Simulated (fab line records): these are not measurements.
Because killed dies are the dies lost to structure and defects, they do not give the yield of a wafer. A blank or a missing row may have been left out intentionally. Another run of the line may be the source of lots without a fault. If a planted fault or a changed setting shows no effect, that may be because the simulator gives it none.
Which tool did it? | flow n5-finfet | 14 lots with 42 wafers sampled at 4 steps, on a route of 1938 steps

## WHAT THE GAUGES SHOWED, per wafer
No reading from a measuring or inspecting step in the record can be judged against a usual standard deviation.

## EACH LOT AND THE TOOL THAT RAN IT (in order: tool; ch and the chambers of the sampled wafers; start)
lot  | N5_BEOL_M2_PRE_CLEAN_60          | N5_BEOL_M2_CO_CAP_55             | N5_BEOL_M3_PEB_09                 | N5_BEOL_M3_ETCH_74
L582 | cvd-co-02 ch 0,1,2, day 7 00:40  | cvd-co-02 ch 0,1,2, day 7 00:43  | litho-track-01 ch 0, day 7 02:16  | rie-diel-05 ch 0,2,3, day 7 02:30
L583 | cvd-co-02 ch 0,2, day 7 05:36    | cvd-co-02 ch 0,2, day 7 05:38    | litho-track-03 ch 0, day 7 06:35  | rie-diel-04 ch 1,2, day 7 07:05
L584 | cvd-co-01 ch 0,2, day 7 08:47    | cvd-co-01 ch 0,2, day 7 08:50    | litho-track-03 ch 0, day 7 11:36  | rie-diel-01 ch 1,2,3, day 7 12:02
L585 | cvd-co-02 ch 0,1,2, day 7 12:11  | cvd-co-02 ch 0,1,2, day 7 12:14  | litho-track-01 ch 0, day 7 13:56  | rie-diel-01 ch 0,1,2, day 7 14:10
L587 | cvd-co-02 ch 1,2, day 9 01:21    | cvd-co-02 ch 1,2, day 9 01:23    | litho-track-03 ch 0, day 9 06:19  | rie-diel-04 ch 1,2, day 9 06:33
L590 | cvd-co-02 ch 1,2, day 9 11:16    | cvd-co-02 ch 1,2, day 9 11:19    | litho-track-04 ch 0, day 9 14:01  | rie-diel-04 ch 0,1,2, day 9 14:14
L595 | cvd-co-01 ch 1,2, day 10 00:58   | cvd-co-01 ch 1,2, day 10 01:00   | litho-track-01, day 10 02:04      | rie-diel-05 ch 0,2,3, day 10 02:22
L594 | cvd-co-01 ch 0,2, day 10 02:46   | cvd-co-01 ch 0,2, day 10 02:48   | litho-track-01, day 10 04:10      | rie-diel-01 ch 1,2,3, day 10 04:23
L597 | cvd-co-02 ch 0,2, day 11 02:05   | cvd-co-02 ch 0,2, day 11 02:08   | litho-track-04 ch 0, day 11 04:15 | rie-diel-01 ch 0,3, day 11 04:28
L600 | cvd-co-02 ch 0,1,2, day 11 13:35 | cvd-co-02 ch 0,1,2, day 11 13:38 | litho-track-03 ch 0, day 11 18:11 | rie-diel-04 ch 0,2,3, day 11 18:29
L599 | cvd-co-01 ch 0,1,2, day 11 21:43 | cvd-co-01 ch 0,1,2, day 11 21:46 | litho-track-01 ch 0, day 11 23:02 | rie-diel-05 ch 1,2,3, day 11 23:16
L603 | cvd-co-02 ch 0,2, day 12 13:53   | cvd-co-02 ch 0,2, day 12 13:55   | litho-track-01 ch 0, day 12 14:41 | rie-diel-04 ch 0,2,3, day 12 15:14
L605 | cvd-co-01 ch 0,1, day 12 17:50   | cvd-co-01 ch 0,1, day 12 17:53   | litho-track-03 ch 0, day 12 18:49 | rie-diel-04 ch 0,2,3, day 12 19:03
L604 | cvd-co-02 ch 0,2, day 13 00:07   | cvd-co-02 ch 0,2, day 13 00:09   | litho-track-01 ch 0, day 13 01:59 | rie-diel-04 ch 0,1,2, day 13 02:13
- N5_BEOL_M2_PRE_CLEAN_60: time 15 s.
- N5_BEOL_M2_CO_CAP_55: material Co, precursor CCTBA/H2, target thk 2 nm, time 102.1 s.
- N5_BEOL_M3_PEB_09: peb time 60 s.
- N5_BEOL_M3_ETCH_74: etches underlayer in N2/H2, target depth 6.5 nm, time 5.2 s.

## WHAT THE TOOLS THEMSELVES READ (means of the sampled wafers that have a number; where no wafer has one, the mark that the record gives instead)
N5_BEOL_M2_PRE_CLEAN_60. Usual: heater-power-w 88 W, standard deviation 19.
lot  | tool      | heater-power-w (W) | flag
L582 | cvd-co-02 | 94                 |
L583 | cvd-co-02 | 96                 |
L584 | cvd-co-01 | 74                 |
L585 | cvd-co-02 | 94                 |
L587 | cvd-co-02 | 78                 |
L590 | cvd-co-02 | 87                 |
L595 | cvd-co-01 | 75                 |
L594 | cvd-co-01 | 72                 |
L597 | cvd-co-02 | 96                 |
L600 | cvd-co-02 | 93                 |
L599 | cvd-co-01 | 76                 |
L603 | cvd-co-02 | 97                 |
L605 | cvd-co-01 | 79                 |
L604 | cvd-co-02 | 82                 |

N5_BEOL_M2_CO_CAP_55. Usual: heater-power-w 240 W, standard deviation 24.
lot  | tool      | heater-power-w (W) | flag
L582 | cvd-co-02 | 243                |
L583 | cvd-co-02 | 250                |
L584 | cvd-co-01 | 221                |
L585 | cvd-co-02 | 243                |
L587 | cvd-co-02 | 226                |
L590 | cvd-co-02 | 239                |
L595 | cvd-co-01 | 224                |
L594 | cvd-co-01 | 223                |
L597 | cvd-co-02 | 251                |
L600 | cvd-co-02 | 243                |
L599 | cvd-co-01 | 224                |
L603 | cvd-co-02 | 257                |
L605 | cvd-co-01 | 233                |
L604 | cvd-co-02 | 232                |

N5_BEOL_M3_PEB_09. Usual: chill-plate-temp-C 23.00 C, standard deviation 0.11; exhaust-pa 45.1 Pa, standard deviation 0.94.
lot  | tool           | chill-plate-temp-C (C) | exhaust-pa (Pa) | flag
L582 | litho-track-01 | 22.98                  | 44.9            |
L583 | litho-track-03 | 22.94                  | 45.0            |
L584 | litho-track-03 | 23.06                  | 45.3            |
L585 | litho-track-01 | 22.83                  | 46.2            |
L587 | litho-track-03 | 22.98                  | 46.2            |
L590 | litho-track-04 | 22.98                  | 44.2            |
L595 | litho-track-01 | -                      | -               | OFF
L594 | litho-track-01 | -                      | -               | OFF
L597 | litho-track-04 | 23.13                  | 45.3            |
L600 | litho-track-03 | 23.05                  | 45.4            |
L599 | litho-track-01 | 22.99                  | 44.8            |
L603 | litho-track-01 | 22.94                  | 46.2            |
L605 | litho-track-03 | 23.01                  | 44.7            |
L604 | litho-track-01 | 23.08                  | 45.0            |

N5_BEOL_M3_ETCH_74. Usual: drypump-motor-current-A 5.7 A, standard deviation 0.33; etch-rf-on-time-s 5.23 s, standard deviation 0.15; oes-product-au 0.67 a.u., standard deviation 0.084; rf-vpp-V 524.1 V, standard deviation 2.3; showerhead-plenum-p-Torr 2.55 Torr, standard deviation 0.069; throttle-valve-pct 17.77 %, standard deviation 0.22.
lot  | tool        | drypump-motor-current-A (A) | etch-rf-on-time-s (s) | oes-product-au (a.u.) | rf-vpp-V (V) | showerhead-plenum-p-Torr (Torr) | throttle-valve-pct (%) | flag
L582 | rie-diel-05 | 5.6                         | 5.35                  | 0.65                  | 525.9        | 2.58                            | 17.80                  |
L583 | rie-diel-04 | 6.3                         | 4.98                  | 0.67                  | 524.2        | 2.57                            | 17.76                  |
L584 | rie-diel-01 | 5.5                         | 5.21                  | 0.62                  | 521.3        | 2.50                            | 17.95                  |
L585 | rie-diel-01 | 5.4                         | 5.20                  | 0.65                  | 524.7        | 2.54                            | 17.92                  |
L587 | rie-diel-04 | 6.2                         | 5.04                  | 0.70                  | 523.7        | 2.53                            | 17.56                  |
L590 | rie-diel-04 | 6.0                         | 5.15                  | 0.65                  | 525.7        | 2.57                            | 17.80                  |
L595 | rie-diel-05 | 5.6                         | 5.38                  | 0.64                  | 524.3        | 2.57                            | 17.83                  |
L594 | rie-diel-01 | 5.5                         | 5.29                  | 0.60                  | 523.1        | 2.49                            | 17.97                  |
L597 | rie-diel-01 | 5.6                         | 5.25                  | 0.64                  | 521.3        | 2.47                            | 17.75                  |
L600 | rie-diel-04 | 5.9                         | 5.20                  | 0.77                  | 524.9        | 2.57                            | 17.57                  |
L599 | rie-diel-05 | 5.6                         | 5.35                  | 0.59                  | 522.6        | 2.52                            | 17.83                  |
L603 | rie-diel-04 | 5.9                         | 5.13                  | 0.75                  | 523.0        | 2.56                            | 17.60                  |
L605 | rie-diel-04 | 5.9                         | 5.16                  | 0.76                  | 524.6        | 2.56                            | 17.60                  |
L604 | rie-diel-04 | 6.1                         | 5.02                  | 0.79                  | 523.9        | 2.56                            | 17.56                  |

## THE ANSWER, worked out from the rows above alone
Rule: take the mean of a lot's wafers that have a number; if it is more than 3 standard deviations from the usual mean, the lot is off. A lot without any number at a reading at which 4 lots or more have one is off too. All remaining lots with rows at the step are treated as sound. Order of review: gauges by route order, followed by the tools' own readings, for which a lot's mean as printed above is used. The first step at which some lot is off is used, and at that step the reading that is off furthest; a lot without a number counts as furthest.
Off: L595, L594 (N5_BEOL_M3_PEB_09, chill-plate-temp-C). Without a number there: L595, L594.
If a tool, at that step or one of the process steps before it, ran each lot that is off and ran no sound lot following the first of them, it fits. None of those tried fits.

## WHAT WAS PUT IN BY THE SIMULATOR
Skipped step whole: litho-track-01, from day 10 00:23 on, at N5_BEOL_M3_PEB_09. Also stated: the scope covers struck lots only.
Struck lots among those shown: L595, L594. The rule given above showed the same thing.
